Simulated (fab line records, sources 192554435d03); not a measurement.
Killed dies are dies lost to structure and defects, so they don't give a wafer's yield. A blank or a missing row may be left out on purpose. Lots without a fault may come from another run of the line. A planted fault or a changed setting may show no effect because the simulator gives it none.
Chamber matching | flow n5_finfet | N5_BEOL_M6_DESCUM_33 on rie_diel-05: 4 sister chambers
The step chemistry O2, time 7 s. 16 wafers are shown with their chamber, then 8 later ones without.

WAFERS WITH THEIR CHAMBER
wafer  | chamber | throttle_valve_pct (%) | showerhead_plenum_p_Torr (Torr) | oes_product_au (a.u.)
L074.1 | 3       | 20.26                  | 2.04                            | 0.81
L074.4 | 1       | 20.54                  | 2.14                            | 0.72
L074.6 | 2       | 20.19                  | 2.11                            | 0.82
L079.2 | 1       | 20.57                  | 2.14                            | 0.71
L079.5 | 3       | 20.28                  | 2.04                            | 0.81
L079.6 | 0       | 20.13                  | 2.11                            | 0.84
L081.3 | 3       | 20.26                  | 2.04                            | 0.82
L081.5 | 0       | 20.13                  | 2.11                            | 0.84
L081.6 | 3       | 20.27                  | 2.04                            | 0.82
L083.1 | 2       | 20.20                  | 2.11                            | 0.81
L083.4 | 1       | 20.57                  | 2.14                            | 0.70
L083.6 | 2       | 20.21                  | 2.11                            | 0.81
L089.1 | 1       | 20.59                  | 2.13                            | 0.70
L089.3 | 2       | 20.22                  | 2.10                            | 0.79
L089.6 | 3       | 20.30                  | 2.03                            | 0.80
L094.2 | 1       | 20.61                  | 2.13                            | 0.68

SIGNATURES (means of the wafers above)
reading                  | chamber 0 | chamber 1 | chamber 2 | chamber 3 | scatter within a chamber
throttle_valve_pct       | 20.1300   | 20.5760   | 20.2050   | 20.2740   | 0.019
showerhead_plenum_p_Torr | 2.1100    | 2.1360    | 2.1075    | 2.0380    | 0.00479
oes_product_au           | 0.8400    | 0.7020    | 0.8075    | 0.8120    | 0.0117
Rule: a wafer's distance from a chamber is the root of the sum, over the readings, of the square of ((its reading less the chamber's mean) divided by the reading's scatter). The wafer belongs to the nearest chamber; if the next one is less than 2 further off, it can't be placed. The scatter: the root of (the sum of the squares of (reading less its chamber's mean) over the shown wafers, divided by (wafers less chambers)).

WAFERS WITHOUT THEIR CHAMBER
wafer  | throttle_valve_pct (%) | showerhead_plenum_p_Torr (Torr) | oes_product_au (a.u.)
L094.5 | 20.62                  | 2.13                            | 0.68
L094.6 | 20.27                  | 2.10                            | 0.79
L093.1 | 20.25                  | 2.10                            | 0.79
L093.2 | 20.62                  | 2.13                            | 0.68
L093.6 | 20.31                  | 2.03                            | 0.78
L096.1 | 20.32                  | 2.02                            | 0.77
L096.2 | 20.26                  | 2.10                            | 0.79
L096.6 | 20.61                  | 2.12                            | 0.69

WHICH CHAMBER EACH WENT THROUGH
wafer  | from the rows above | in truth
L094.5 | 1                   | 1
L094.6 | 2                   | 2
L093.1 | 2                   | 2
L093.2 | 1                   | 1
L093.6 | 3                   | 3
L096.1 | 3                   | 3
L096.2 | 2                   | 2
L096.6 | 1                   | 1
Placed correctly: 8 of 8. Can't be placed from these rows: 0. Placed wrongly: 0.
